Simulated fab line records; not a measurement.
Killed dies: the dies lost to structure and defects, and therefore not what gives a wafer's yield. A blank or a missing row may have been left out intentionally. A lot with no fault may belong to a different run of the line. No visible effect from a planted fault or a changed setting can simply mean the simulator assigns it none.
fab line records -- flow nandHarc
record lots=6, wafers=18, lastDay=23
route steps=1159 shown P_GATE@134 END@1159
lots with no fault: from the same line, run without faults
startH: start of the lot's first displayed wafer, in hours after the record's first day -- waitH: hours from the lot's prior step to this one -- " the same as in the row above -- L1.1+2: several wafers, shown together as one row -- - no value, or no start given -- * or withheld: withheld -- < > ~ a bound
route shown NAME@n: a module of which the file shows steps, and the number in the route of the first -- usual: the fault-free wafers' mean and standard deviation -- same: alike in all rows -- chamber/n: place in a boat -- sites: readings site by site -- _std_site: standard deviation across them -- _edge_site: mean of outer sites minus mean of inner sites -- radiusMm: how far each site lies from the wafer's centre -- mask NAME#n: copy n -- behind: the last tool/chamber to shape the wafer -- hold: reason for holding the lot/hours on hold/outcome of the hold -- device: names the non-switching transistor (n, p or np) -- end of line: at the end of the route, the tests of the same wafers -- a step given without rows: its recipe and nothing more -- killed: not the wafer's yield, but the dies lost to structure and defects at the first sort -- map: dies across one wafer; x = killed, . = not, _ = none there
set.NAME: the setting that was run; set.NAME@STEP: the one run at that earlier step -- model.NAME: the simulator's own value behind a step, which no gauge read
lots seen at some steps along the route; tables by step, rows by wafer
services: a tool's chamber out of use, with start hour (startH, from the record's first day; less than 0 if before it), hours out, and reason
## steps
# step NHARC_P_GATE_HMDS_19
# recipe timeS=30
# step NHARC_P_GATE_COAT_20
# recipe spinRpm=1500, resistThkNm=90
# step NHARC_P_GATE_SOFTBAKE_21
# recipe tempC=105, timeS=55
# step NHARC_P_GATE_EBR_22
# step NHARC_P_GATE_EXPOSE_23
# recipe na=1.35, targetCdNm=120, doseMj=93.91, maskId=P_GATE
# step NHARC_P_GATE_PEB_24
# recipe pebTempC=100, pebTimeS=65
# step NHARC_P_GATE_DEVELOP_25
# recipe developTimeS=35, devTempC=23
# step NHARC_P_GATE_CD_MEAS_26
# recipe targetCdNm=120, landingEnergyEv=500
# usual cdNm=120.0/0.57
# same landingEnergyEv=500
lot.wafer,tool,chamber,startH,waitH,cdNm
L752.1,cdSem-01,0,118.66,-,120.2
L752.2,cdSem-01,0,118.66,-,119.7
L752.6,cdSem-01,0,118.66,-,120.4
L753.1,cdSem-01,0,119.29,-,120.5
L753.3,cdSem-01,0,119.29,-,120.4
L753.4,cdSem-01,0,119.29,-,119.9
L756.4,cdSem-02,0,149.18,-,118.7
L756.5,cdSem-02,0,149.18,-,119.1
L756.6,cdSem-02,0,149.18,-,119.2
L763.1,cdSem-02,0,186.12,-,120.1
L763.3,cdSem-02,0,186.12,-,119.4
L763.4,cdSem-02,0,186.12,-,120.0
L762.3,cdSem-02,0,186.50,-,119.7
L762.4,cdSem-02,0,186.50,-,119.9
L762.5,cdSem-02,0,186.50,-,119.7
L766.1,cdSem-01,0,203.13,-,118.9
L766.4,cdSem-01,0,203.13,-,120.5
L766.6,cdSem-01,0,203.13,-,120.1
# step NHARC_P_GATE_OVL_MEAS_27
# usual overlayXNm=0.0/0.83, overlayYNm=-0.2/0.79
lot.wafer,tool,chamber,startH,waitH,overlayXNm,overlayYNm
L752.1,overlay-01,-,118.75,-,0.1,-0.8
L752.2,overlay-01,-,118.75,-,0.4,-1.1
L752.6,overlay-01,-,118.75,-,-0.5,-0.4
L753.1,overlay-01,-,119.38,-,0.0,0.6
L753.3,overlay-01,-,119.38,-,-0.1,1.3
L753.4,overlay-01,-,119.38,-,-0.2,0.7
L756.4,overlay-01,-,149.26,-,1.1,-0.9
L756.5,overlay-01,-,149.26,-,1.3,-1.0
L756.6,overlay-01,-,149.26,-,1.0,-0.5
L763.1,overlay-02,-,186.21,-,0.1,0.2
L763.3,overlay-02,-,186.21,-,-0.4,-0.3
L763.4,overlay-02,-,186.21,-,-0.2,0.5
L762.3,overlay-02,-,186.59,-,-1.3,-0.9
L762.4,overlay-02,-,186.59,-,-1.6,-0.3
L762.5,overlay-02,-,186.59,-,-1.6,-0.7
L766.1,overlay-02,-,203.22,-,-1.0,-0.1
L766.4,overlay-02,-,203.22,-,-1.7,-0.7
L766.6,overlay-02,-,203.22,-,-1.3,-0.5
# step NHARC_P_GATE_INSPECT_28
# usual rawDefectCount=6/3.3
lot.wafer,tool,chamber,startH,waitH,rawDefectCount
L752.1,defectInspect-02,-,118.79,0.0,1
L752.2,defectInspect-02,-,118.79,0.0,3
L752.6,defectInspect-02,-,118.79,0.0,3
L753.1,defectInspect-01,-,119.42,0.0,7
L753.3,defectInspect-01,-,119.42,0.0,10
L753.4,defectInspect-01,-,119.42,0.0,9
L756.4,defectInspect-02,-,149.30,0.0,3
L756.5,defectInspect-02,-,149.30,0.0,7
L756.6,defectInspect-02,-,149.30,0.0,4
L763.1,defectInspect-01,-,186.25,0.0,10
L763.3,defectInspect-01,-,186.25,0.0,2
L763.4,defectInspect-01,-,186.25,0.0,7
L762.3,defectInspect-02,-,186.63,0.0,13
L762.4,defectInspect-02,-,186.63,0.0,8
L762.5,defectInspect-02,-,186.63,0.0,11
L766.1,defectInspect-02,-,203.25,0.0,3
L766.4,defectInspect-02,-,203.25,0.0,5
L766.6,defectInspect-02,-,203.25,0.0,7
# step NHARC_P_GATE_DESCUM_31
# recipe timeS=3, o2FlowSccm=200, arFlowSccm=0, biasPowerW=0, chemistry=O2
# usual drypumpMotorCurrentA=5.5/0.36, oesProductAu=0.999/0.011, rfVppV=57.7/0.86, showerheadPlenumPTorr=1.93/0.093, throttleValvePct=11.310/0.0087
lot.wafer,tool,chamber,startH,waitH,drypumpMotorCurrentA,oesProductAu,rfHoursCounterH,rfVppV,showerheadPlenumPTorr,throttleValvePct
L752.1,rieDiel-06,0,118.85,0.1,5.7,1.007,18,57.3,1.83,11.318
L752.2,rieDiel-06,2,118.85,0.1,5.5,1.007,20,56.5,1.78,11.315
L752.6,rieDiel-06,0,118.85,0.1,5.6,0.994,-,57.1,1.83,11.327
L753.1,rieDiel-03,3,119.48,0.1,5.5,0.991,26,57.5,1.78,11.308
L753.4,rieDiel-03,0,119.48,0.1,5.5,0.995,27,58.6,1.90,11.306
L753.3,rieDiel-03,1,119.48,0.1,6.3,1.004,29,57.7,1.98,11.319
L756.4,rieDiel-03,3,149.38,0.1,5.5,0.986,34,58.0,1.78,11.299
L756.6,rieDiel-03,1,149.38,0.1,6.3,1.007,-,56.7,1.98,11.288
L756.5,rieDiel-03,2,149.38,0.1,4.7,0.991,-,57.6,2.00,11.316
L763.4,rieDiel-06,0,186.31,0.1,5.7,0.994,39,57.0,1.83,11.302
L763.3,rieDiel-06,1,186.31,0.1,5.0,0.996,44,58.0,1.87,11.309
L763.1,rieDiel-06,2,186.31,0.1,5.5,1.003,44,56.6,1.78,11.322
L762.4,rieDiel-06,1,186.69,0.1,5.0,0.999,44,57.4,1.87,11.314
L762.3,rieDiel-06,2,186.69,0.1,5.6,1.002,44,56.3,1.77,11.302
L762.5,rieDiel-06,2,186.69,0.1,5.6,1.019,-,56.8,1.78,11.310
L766.4,rieDiel-03,1,203.31,0.1,6.3,1.001,60,59.3,1.97,11.327
L766.1,rieDiel-03,2,203.31,0.1,4.7,0.988,59,57.7,1.99,11.317
L766.6,rieDiel-03,1,203.31,0.1,6.3,1.007,-,57.7,1.97,11.324
# step NHARC_P_GATE_ETCH_104
# recipe targetDepthA=600, timeS=withheld, cf4FlowSccm=100, chf3FlowSccm=30, arFlowSccm=0, rfW=500, biasW=200, chemistry=CF4/CHF3
# usual drypumpMotorCurrentA=5.5/0.37, oesProductAu=0.946/0.022, rfVppV=371.0/2.7, showerheadPlenumPTorr=1.59/0.073, throttleValvePct=16.801/0.0088
lot.wafer,tool,chamber,startH,waitH,drypumpMotorCurrentA,oesProductAu,rfVppV,showerheadPlenumPTorr,throttleValvePct
L752.2,rieDiel-06,2,118.94,0.1,5.6,0.939,368.4,1.47,16.799
L752.1,rieDiel-06,0,118.94,0.1,5.7,0.938,368.8,1.51,16.789
L752.6,rieDiel-06,3,118.94,0.1,6.1,0.973,369.1,1.50,16.795
L753.3,rieDiel-03,2,119.62,0.1,4.7,0.942,371.0,1.64,16.788
L753.4,rieDiel-03,3,119.62,0.1,5.5,0.942,365.9,1.47,16.811
L753.1,rieDiel-03,0,119.62,0.1,5.5,0.942,370.3,1.57,16.795
L756.4,rieDiel-03,1,149.45,0.1,6.3,0.962,372.4,1.62,16.811
L756.6,rieDiel-03,0,149.45,0.1,5.5,0.978,370.4,1.56,16.800
L756.5,rieDiel-03,1,149.45,0.1,6.3,0.962,370.8,1.62,16.800
L763.3,rieDiel-06,2,186.52,0.2,5.6,0.954,367.9,1.47,16.819
L763.1,rieDiel-06,0,186.52,0.2,5.7,0.951,366.8,1.50,16.791
L763.4,rieDiel-06,1,186.52,0.2,5.0,0.936,368.8,1.54,16.798
L762.4,rieDiel-06,1,186.78,0.1,5.0,0.926,368.5,1.54,16.807
L762.3,rieDiel-06,2,186.78,0.1,5.5,0.926,366.7,1.47,16.797
L762.5,rieDiel-06,3,186.78,0.1,6.1,0.909,368.3,1.50,16.804
L766.1,rieDiel-03,0,203.40,0.1,5.6,0.955,369.3,1.56,16.811
L766.4,rieDiel-03,1,203.40,0.1,6.3,0.943,372.3,1.62,16.795
L766.6,rieDiel-03,0,203.40,0.1,5.5,0.955,370.7,1.56,16.806
# step NHARC_P_GATE_HM_OPEN_105
# recipe targetDepthA=3600, o2FlowSccm=400, cosFlowSccm=20, arFlowSccm=0, rfW=500, biasW=300, chemistry=O2/COS
# usual cosFlowSccm=20.01/0.061, drypumpMotorCurrentA=5.5/0.35, oesProductAu=0.998/0.011, rfVppV=468/3.1, showerheadPlenumPTorr=3.15/0.15, throttleValvePct=28.330/0.009
lot.wafer,tool,chamber,startH,waitH,cosFlowSccm,drypumpMotorCurrentA,oesProductAu,rfHoursCounterH,rfVppV,showerheadPlenumPTorr,throttleValvePct
L752.2,rieDiel-06,2,119,-,20.02,5.6,1.007,20,462,2.92,28.339
L752.1,rieDiel-06,1,119,-,20.02,5.0,0.990,19,465,3.06,28.323
L752.6,rieDiel-06,3,119,-,19.96,6.1,0.991,-,465,2.98,28.339
L753.1,rieDiel-03,3,119,-,19.95,5.5,0.996,27,462,2.92,28.326
L753.3,rieDiel-03,0,119,-,20.04,5.5,0.997,27,468,3.11,28.327
L753.4,rieDiel-03,2,119,-,20.01,4.7,0.996,29,470,3.26,28.319
L756.4,rieDiel-03,1,149,-,19.94,6.2,1.005,38,470,3.22,28.338
L756.6,rieDiel-03,3,149,-,20.02,5.5,0.985,-,463,2.91,28.330
L756.5,rieDiel-03,0,149,-,19.99,5.5,1.000,-,467,3.10,28.326
L763.4,rieDiel-06,2,186,-,19.96,5.5,1.025,44,463,2.91,28.327
L763.3,rieDiel-06,3,186,-,20.02,6.1,0.985,33,465,2.97,28.333
L763.1,rieDiel-06,0,186,-,20.01,5.7,1.003,39,464,2.99,28.334
L762.3,rieDiel-06,3,186,-,20.03,6.1,0.976,34,464,2.97,28.322
L762.4,rieDiel-06,1,186,-,20.04,5.0,0.996,44,467,3.05,28.332
L762.5,rieDiel-06,3,186,-,20.03,6.1,0.978,-,464,2.97,28.342
L766.1,rieDiel-03,3,203,-,20.09,5.5,0.984,55,462,2.90,28.328
L766.4,rieDiel-03,0,203,-,20.11,5.5,0.981,56,468,3.09,28.327
L766.6,rieDiel-03,3,203,-,20.11,5.5,0.984,-,463,2.90,28.319
# step NHARC_P_GATE_STRIP_106
# recipe o2FlowSccm=400, cosFlowSccm=20, arFlowSccm=0, biasW=0, chemistry=O2/COS
# step NHARC_P_GATE_ETCH_114
# recipe targetDepthA=300, overetchA=30, timeS=16.5, ionEnergyEv=100, cf4FlowSccm=80, o2FlowSccm=20, arFlowSccm=0, rfW=300, biasW=100, chemistry=CF4/O2
# step NHARC_P_GATE_ETCH_32
# recipe targetDepthA=1500, overEtchFrac=1, overEtchIonEnergyEv=40, timeS=100.1, hbrFlowSccm=150, cl2FlowSccm=50, rfW=400, icpW=400, biasW=100, chemistry=HBr/Cl2
# step NHARC_P_GATE_STRIP_108
# recipe o2FlowSccm=500, arFlowSccm=0, biasW=0, chemistry=O2
# step NHARC_P_GATE_CD_MEAS_33
# usual cdNm=119.2/2.9
lot.wafer,tool,chamber,startH,waitH,cdNm
L752.1,cdSem-01,-,119.65,-,120.9
L752.2,cdSem-01,-,119.65,-,120.2
L752.6,cdSem-01,-,119.65,-,121.5
L753.1,cdSem-03,-,120.36,-,120.8
L753.3,cdSem-03,-,120.36,-,119.1
L753.4,cdSem-03,-,120.36,-,120.4
L756.4,cdSem-02,-,150.19,-,116.7
L756.5,cdSem-02,-,150.19,-,121.3
L756.6,cdSem-02,-,150.19,-,120.8
L763.1,cdSem-03,-,187.25,-,117.6
L763.3,cdSem-03,-,187.25,-,123.0
L763.4,cdSem-03,-,187.25,-,119.6
L762.3,cdSem-02,-,187.54,-,118.4
L762.4,cdSem-02,-,187.54,-,119.0
L762.5,cdSem-02,-,187.54,-,120.2
L766.1,cdSem-02,-,204.25,-,119.0
L766.4,cdSem-02,-,204.25,-,118.4
L766.6,cdSem-02,-,204.25,-,115.6
# step NHARC_P_GATE_STRIP_35
# recipe timeS=600, tempC=130, chemistry=SPM
# step NHARC_P_GATE_PRECLEAN_73
# recipe timeS=*, tempC=50, bathAgeMin=0, chemistry=SC1
# step NHARC_P_GATE_SRD_74
# step NHARC_P_GATE_ALD_36
# recipe targetThkA=200, pulseTimeS=60, aldCycles=223, tempC=400, material=SiNx
# step NHARC_P_GATE_ETCHBACK_37
# recipe targetDepthA=345, timeS=17.2, chf3FlowSccm=50, o2FlowSccm=10, arFlowSccm=200, rfW=500, biasW=200, chemistry=CHF3/O2
# step NHARC_P_GATE_STRIP_101
# recipe timeS=20, o2FlowSccm=500, arFlowSccm=0, biasW=0, chemistry=O2
# step NHARC_P_GATE_PRECLEAN_97
# recipe timeS=600, tempC=120, chemistry=SPM
# step NHARC_P_GATE_SRD_98
# step NHARC_P_GATE_PRECLEAN_99
# recipe timeS=*, tempC=50, bathAgeMin=0, chemistry=SC1
# step NHARC_P_GATE_SRD_100
# step NHARC_P_GATE_DEHYDRATE_38
# recipe tempC=150, timeS=120
# step NHARC_P_GATE_HMDS_39
# recipe timeS=30
# step NHARC_P_GATE_COAT_40
# recipe spinRpm=3000
# step NHARC_P_GATE_SOFTBAKE_41
# recipe tempC=122, timeS=95
# step NHARC_P_GATE_EBR_42
# step NHARC_P_GATE_EXPOSE_43
# recipe na=0.6, targetCdNm=720, doseMj=14.81, maskId=P_NSD
# step NHARC_P_GATE_PEB_44
# recipe pebTempC=118, pebTimeS=85
# step NHARC_P_GATE_DEVELOP_45
# recipe timeS=70
# step NHARC_P_GATE_CD_MEAS_46
# recipe targetCdNm=720, landingEnergyEv=500
# usual cdNm=719.8/1.8
# same landingEnergyEv=500
lot.wafer,tool,chamber,startH,waitH,cdNm
L753.1,cdSem-03,0,131.31,-,720.4
L753.3,cdSem-03,0,131.31,-,720.3
L753.4,cdSem-03,0,131.31,-,723.4
L752.1,cdSem-01,0,132.49,-,720.7
L752.2,cdSem-01,0,132.49,-,719.6
L752.6,cdSem-01,0,132.49,-,719.0
L756.4,cdSem-01,0,161.10,-,722.6
L756.5,cdSem-01,0,161.10,-,720.1
L756.6,cdSem-01,0,161.10,-,718.0
L763.1,cdSem-02,0,198.48,-,714.9
L763.3,cdSem-02,0,198.48,-,716.8
L763.4,cdSem-02,0,198.48,-,718.3
L762.3,cdSem-02,0,198.65,-,717.9
L762.4,cdSem-02,0,198.65,-,718.9
L762.5,cdSem-02,0,198.65,-,720.0
L766.1,cdSem-02,0,215.31,-,719.7
L766.4,cdSem-02,0,215.31,-,720.3
L766.6,cdSem-02,0,215.31,-,718.6
# step NHARC_P_GATE_HARDBAKE_47
# recipe tempC=125, timeS=80
# step NHARC_P_GATE_DESCUM_48
# recipe timeS=3, o2FlowSccm=200, arFlowSccm=0, biasPowerW=0, chemistry=O2
# usual drypumpMotorCurrentA=5.4/0.39, oesProductAu=0.998/0.01, rfVppV=58.0/0.94, showerheadPlenumPTorr=1.97/0.076, throttleValvePct=11.311/0.0094
lot.wafer,tool,chamber,startH,waitH,drypumpMotorCurrentA,oesProductAu,rfHoursCounterH,rfVppV,showerheadPlenumPTorr,throttleValvePct
L753.1,rieDiel-07,2,131.48,-,5.4,0.988,15,57.0,1.97,11.314
L753.3,rieDiel-07,3,131.48,-,5.6,0.999,14,58.4,2.05,11.317
L753.4,rieDiel-07,0,131.48,-,5.1,1.001,13,59.1,1.97,11.319
L752.1,rieDiel-03,2,132.66,-,4.7,0.998,32,56.6,2.00,11.331
L752.2,rieDiel-03,3,132.66,-,5.5,0.995,29,57.9,1.78,11.304
L752.6,rieDiel-03,2,132.66,-,4.7,1.002,-,58.3,2.00,11.301
L756.4,rieDiel-07,1,161.28,-,5.5,1.002,19,58.2,2.04,11.295
L756.5,rieDiel-07,3,161.28,-,5.6,0.983,-,59.2,2.04,11.319
L756.6,rieDiel-07,0,161.28,-,5.1,0.991,-,58.8,1.97,11.303
L763.4,rieDiel-07,0,198.64,-,5.1,0.996,25,56.1,1.96,11.315
L763.1,rieDiel-07,2,198.64,-,5.4,0.990,30,58.8,1.97,11.312
L763.3,rieDiel-07,3,198.64,-,5.6,0.979,27,58.0,2.04,11.292
L762.4,rieDiel-07,1,198.81,-,5.5,1.008,26,58.1,2.04,11.315
L762.3,rieDiel-07,3,198.81,-,5.6,0.980,27,58.8,2.04,11.323
L762.5,rieDiel-07,2,198.81,-,5.4,0.990,-,57.3,1.97,11.321
L766.1,rieDiel-07,0,215.50,-,5.1,1.003,29,58.6,1.96,11.328
L766.6,rieDiel-07,3,215.50,-,5.6,0.985,-,58.3,2.04,11.318
L766.4,rieDiel-07,0,215.50,-,5.1,1.008,-,56.9,1.96,11.307
# step NHARC_P_GATE_IMPLANT_49
# recipe energyKev=30, doseCm2=3e+15, tiltDeg=7
# step NHARC_P_GATE_STRIP_111
# recipe powerW=1500, tempC=110, timeS=250, chemistry=N2/H2
# usual drypumpMotorCurrentA=5.7/0.31, heaterPowerW=92/11
lot.wafer,tool,chamber,startH,waitH,drypumpMotorCurrentA,heaterPowerW,rfHoursCounterH
L753.1,plasmaAsher-02,1,131.89,0.2,5.3,89,43
L753.4,plasmaAsher-02,0,131.89,0.2,6.0,114,-
L753.3,plasmaAsher-02,1,131.89,0.2,5.3,90,-
L752.2,plasmaAsher-01,1,133.02,0.2,5.4,90,8
L752.1,plasmaAsher-01,0,133.02,0.2,6.0,85,8
L752.6,plasmaAsher-01,1,133.02,0.2,5.5,87,-
L756.4,plasmaAsher-01,1,161.73,0.2,5.5,87,-
L756.5,plasmaAsher-01,1,161.73,0.2,5.5,88,-
L756.6,plasmaAsher-01,0,161.73,0.2,6.0,84,-
L763.1,plasmaAsher-01,1,199.06,0.2,5.4,86,28
L763.3,plasmaAsher-01,0,199.06,0.2,6.0,86,-
L763.4,plasmaAsher-01,1,199.06,0.2,5.4,86,-
L762.4,plasmaAsher-02,1,199.31,0.2,5.3,88,-
L762.3,plasmaAsher-02,0,199.31,0.2,6.0,108,-
L762.5,plasmaAsher-02,0,199.31,0.2,6.0,105,-
L766.1,plasmaAsher-01,1,215.92,0.2,5.4,87,36
L766.4,plasmaAsher-01,1,215.92,0.2,5.4,86,-
L766.6,plasmaAsher-01,0,215.92,0.2,6.0,85,-
# step NHARC_P_GATE_STRIP_75
# recipe powerW=1500, tempC=250, chemistry=O2
# usual drypumpMotorCurrentA=5.7/0.32, heaterPowerW=346/40
lot.wafer,tool,chamber,startH,waitH,drypumpMotorCurrentA,heaterPowerW,rfHoursCounterH
L753.1,plasmaAsher-02,1,132.15,0.2,5.3,323,43
L753.4,plasmaAsher-02,0,132.15,0.2,6.0,436,-
L753.3,plasmaAsher-02,1,132.15,0.2,5.3,325,-
L752.2,plasmaAsher-01,1,133.32,0.2,5.4,321,8
L752.1,plasmaAsher-01,0,133.32,0.2,6.0,325,8
L752.6,plasmaAsher-01,1,133.32,0.2,5.4,324,-
L756.4,plasmaAsher-01,1,161.95,0.2,5.5,311,-
L756.5,plasmaAsher-01,1,161.95,0.2,5.4,318,-
L756.6,plasmaAsher-01,0,161.95,0.2,6.0,319,-
L763.1,plasmaAsher-01,1,199.32,0.2,5.5,325,28
L763.3,plasmaAsher-01,0,199.32,0.2,6.0,322,-
L763.4,plasmaAsher-01,1,199.32,0.2,5.4,331,-
L762.4,plasmaAsher-02,1,199.53,0.2,5.3,329,-
L762.3,plasmaAsher-02,0,199.53,0.2,6.0,397,-
L762.5,plasmaAsher-02,0,199.53,0.2,6.0,392,-
L766.1,plasmaAsher-01,1,216.22,0.2,5.5,326,37
L766.4,plasmaAsher-01,1,216.22,0.2,5.4,325,-
L766.6,plasmaAsher-01,0,216.22,0.2,6.0,321,-
# step NHARC_P_GATE_INSPECT_68
# usual rawDefectCount=222/77
lot.wafer,tool,chamber,startH,waitH,rawDefectCount
L753.1,defectInspect-02,-,138.06,0.2,176
L753.3,defectInspect-02,-,138.06,0.2,255
L753.4,defectInspect-02,-,138.06,0.2,312
L752.1,defectInspect-01,-,138.90,0.2,241
L752.2,defectInspect-01,-,138.90,0.2,268
L752.6,defectInspect-01,-,138.90,0.2,215
L756.4,defectInspect-02,-,167.86,0.1,179
L756.5,defectInspect-02,-,167.86,0.1,86
L756.6,defectInspect-02,-,167.86,0.1,105
L763.1,defectInspect-02,-,204.90,0.2,191
L763.3,defectInspect-02,-,204.90,0.2,788
L763.4,defectInspect-02,-,204.90,0.2,144
L762.3,defectInspect-01,-,205.35,0.1,940
L762.4,defectInspect-01,-,205.35,0.1,223
L762.5,defectInspect-01,-,205.35,0.1,1020
L766.1,defectInspect-02,-,222.30,0.2,167
L766.4,defectInspect-02,-,222.30,0.2,316
L766.6,defectInspect-02,-,222.30,0.2,178
# step NHARC_END_SORT_01
# recipe tempC=25
# usual killedAtArray=21/8.9, killedAtOther=0.8/1.3, killedAtPeriphery=3.6/2.4, killedDies=26/8.9, killedOpen=3.1/1.8, killedShort=1.9/1.3
# same grossDies=677
lot.wafer,tool,chamber,startH,waitH,killedAtArray,killedAtOther,killedAtPeriphery,killedDies,killedOpen,killedShort
L762.3,prober-01,0,537.10,3.1,25,1,32,58,5,0
L762.5,prober-01,0,538.69,3.7,27,0,39,66,1,0
L763.3,prober-02,0,544.67,3.1,18,0,38,56,2,3
# killed by level:class
L762.3 P_GATE:unspecified=29 A_CHANNEL_HOLE_D1:chamberFilmFlake=16 A_STAIRCASE:chamberFilmFlake=4 A_CONTACT:geometricParticle:open=2 P_STI:geometricParticle:open=1 A_M0:geometricParticle:open=1 A_M1:geometricParticle:open=1 P_ZERO_WELL:chamberFilmFlake=1
L762.5 P_GATE:unspecified=37 A_CHANNEL_HOLE_D1:chamberFilmFlake=19 A_STAIRCASE:chamberFilmFlake=4 A_CONTACT:chamberFilmFlake=2 A_BLC:geometricParticle:open=1 P_ZERO_WELL:chamberFilmFlake=1 P_M0:chamberFilmFlake=1 A_BLC:chamberFilmFlake=1
L763.3 P_GATE:unspecified=35 A_CHANNEL_HOLE_D1:chamberFilmFlake=6 A_CONTACT:chamberFilmFlake=5 A_BLC:geometricParticle:short=2 P_M0:geometricParticle:open=1 A_STAIRCASE:geometricParticle:short=1 A_CONTACT:geometricParticle:open=1 P_ZERO_WELL:chamberFilmFlake=1
# map L762.5 (x killed, . not)
____________.____________
_________......._________
_______..........._______
______...x.........______
_____..............._____
____.................____
____..x..............____
___...................___
___...................___
__.....................__
__.....................__
_..x..x................._
_....xxx................_
_.....xx................_
_x...x.xx.x............._
_....x.xx..............._
.......x.................
....xxx..................
.x...xxx.................
.........................
......................x.x
_......................._
_.....................xx_
_...................xxxx_
_..........x........xxxx_
_..................xxxxx_
__.................xxxx__
__........x......x.xxxx__
___................xxx___
___................xxx___
____....x.........xxx____
____...............xx____
_____..............x_____
______.............______
_______..........._______
_________......._________
____________.____________
# map L763.3 (x killed, . not)
____________.____________
_________.x..xx._________
_______.....x.x..._______
______.............______
_____........x...x.._____
____.................____
____x...x.........x..____
___...................___
___...................___
__.....................__
__.....................__
_......................._
_......................._
_......................._
_......................._
_......................._
.........................
.........x...............
.........................
.........................
.....x...................
_.....................x._
_.......x....x.....x...._
_.....................xx_
_...............x..xxxxx_
_.x......x..........xxxx_
__....x............xxxx__
__..........x.....xxxxx__
___....x............xx___
___................xxx___
____..............xxx____
____..............xxx____
_____.............xx_____
______...........x.______
_______..........._______
_________......._________
____________.____________
## services
tool,chamber,startH,hours,kind
rieDiel-03,0,96.96,-,clean
rieDiel-03,1,96.96,-,clean
rieDiel-03,2,96.96,-,clean
rieDiel-03,3,96.96,-,clean
plasmaAsher-01,-,99.23,9.0,pm
rieDiel-06,3,99.58,9.5,repair
rieDiel-03,0,121.46,-,clean
rieDiel-03,1,121.46,-,clean
rieDiel-03,2,121.46,-,clean
rieDiel-03,3,121.46,-,clean
rieDiel-03,0,146.01,-,clean
rieDiel-03,1,146.01,-,clean
rieDiel-03,2,146.01,-,clean
rieDiel-03,3,146.01,-,clean
plasmaAsher-01,-,164.29,6.1,repair
rieDiel-03,0,170.51,-,clean
rieDiel-03,1,170.51,-,clean
rieDiel-03,2,170.51,-,clean
rieDiel-03,3,170.51,-,clean
plasmaAsher-02,-,183.76,9.0,pm
plasmaAsher-02,-,195.00,1.2,repair
rieDiel-06,-,209.21,0.9,repair
rieDiel-06,3,214.06,39.4,repair
rieDiel-03,-,215.83,9.0,pm
## key
firstSign step=NHARC_P_GATE_INSPECT_68, reading=rawDefectCount, direction=up, sigmas=9, usual=222, struck=916
effect step=NHARC_END_SORT_01, reading=killedAtPeriphery, direction=up, sigmas=13, usual=3.6, struck=36.3
moreKillsBornAt NHARC_P_GATE_HM_OPEN_105@rieDiel-06=101
metAt NHARC_P_GATE_HM_OPEN_105
struckWafers L762.3,L762.5,L763.3
testerLeftOut L762,L763
onsetBetween 119 186
fault kind=chamberParticleSource, tool=rieDiel-06, chamber=3, onsetH=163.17, steps=NHARC_P_GATE_HM_OPEN_105, ratePerVisitCm2=1.091, endH=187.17
# testerLeftOut: of these lots the tester's yield and bins aren't shown, on N5 and GAA mostly nor the transistor test; their killed dies are dies lost to structure and defects alone, not to doping, threshold or leakage, so they don't give the yield
